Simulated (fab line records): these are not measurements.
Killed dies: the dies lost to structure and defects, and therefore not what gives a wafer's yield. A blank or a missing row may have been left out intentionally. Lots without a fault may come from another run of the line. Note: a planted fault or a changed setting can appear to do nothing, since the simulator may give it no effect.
Split-lot trial ; flow n5-finfet ; on a route of 1938 steps: 7 lots, 21 wafers read

THE SPLIT
At N5_SD_EPI_N_PEB_07 (peb time 60 s), the setting peb-temp-c was moved away from the recipe's 110 C on 8 of the 21 wafers read, by +1.2% to +3.4%. For the rest of the wafers, this setting stayed at what the recipe calls for.

FROM THE SPLIT ON TO THE READING: in between, the file shows 1 step
- N5_SD_EPI_N_DEVELOP_08: develop time 30 s

THE READING
At N5_SD_EPI_N_CD_MEAS_09: cd-nm in nanometres, against a target cd of 120 nm. Fault-free wafers of this fab line usually give 120.2 nm, standard deviation 0.62 nm.

wafer;tool, chamber at the split;peb-temp-c as run, C;against the recipe;cd-nm, nm;against lot-mates on the recipe
L074.1;litho-track-02, 0;111.9;+1.7%;125.1;+4.7
L074.4;litho-track-02, 0;111.9;+1.7%;125.2;+4.8
L074.5;litho-track-02, 0;110;recipe;120.4;-
L077.1;litho-track-02, 0;113.7;+3.4%;129.3;no lot-mate on the recipe
L077.3;litho-track-02, 0;113.7;+3.4%;130.2;no lot-mate on the recipe
L077.5;litho-track-02, 0;113.7;+3.4%;130.2;no lot-mate on the recipe
L079.2;litho-track-01, 0;110;recipe;120.1;-
L079.4;litho-track-01, 0;110;recipe;120.2;-
L079.6;litho-track-01, 0;110;recipe;119.6;-
L080.2;litho-track-04, 0;111.3;+1.2%;122.9;+3.6
L080.4;litho-track-04, 0;110;recipe;119.6;-
L080.5;litho-track-04, 0;110;recipe;119.0;-
L083.1;litho-track-01, 0;110;recipe;120.0;-
L083.4;litho-track-01, 0;110;recipe;120.1;-
L083.6;litho-track-01, 0;110;recipe;120.7;-
L094.1;litho-track-01, 0;110;recipe;120.9;-
L094.3;litho-track-01, 0;110;recipe;121.2;-
L094.6;litho-track-01, 0;110;recipe;121.4;-
L095.2;litho-track-04, 0;112.1;+1.9%;125.3;+5.8
L095.3;litho-track-04, 0;110;recipe;119.5;-
L095.5;litho-track-04, 0;112.1;+1.9%;124.1;+4.6

THE FIT
A straight line over all 21 wafers: cd-nm changes by +2.81 nm for each +1% of peb-temp-c; r = +0.98; the points scatter about the line by 0.7 nm.
The same after taking each lot's own level away (the mean of its wafers on the recipe; 18 wafers): +2.76 nm for each +1%; r = +0.99; scatter 0.32 nm.
The reading moves by 9.3 nm for the largest change in peb-temp-c, on that fit.
The lots' own levels span 119.30 to 121.17 nm, that is 3.0 times the standard deviation above.
Consequently the slope shifts little with the lot-to-lot level, the two slopes agreeing.
Check: +5.1 nm against its lot-mates is what the line predicts for one of the wafers moved furthest among these (+1.9%) when that wafer is left out of the fit. It came out at +5.8 nm against them.

THESE WAFERS: OTHER SPLITS
These wafers also went through other splits before the reading. Each is held against what the fit with the lots' levels taken away leaves over:
other split on the same wafers;wafers away from the commonest value;r with cd-nm (lot level and that fit taken away)
N5_ZERO_LAYER_ETCH_18 icp-w;8;+0.12
N5_WELL_APT_COAT_02 spin-rpm;10;-0.07
N5_WELL_APT_EXPOSE_05 dose-mj;3;-0.12
N5_FIN_SAQP_SPACER1_ALD_24 temp-c;6;-0.22
N5_FIN_SAQP_ETCH_34 source-w;6;+0.09
N5_FIN_CUT_COAT_19 spin-rpm;7;+0.03
N5_DUMMY_GATE_PECVD_30 time-s;11;-0.22
N5_DUMMY_GATE_COAT_09 spin-rpm;3;-0.23

FILE'S OWN FIT
cd-nm changes by +2.76 nm for each +1% of peb-temp-c, r = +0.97.
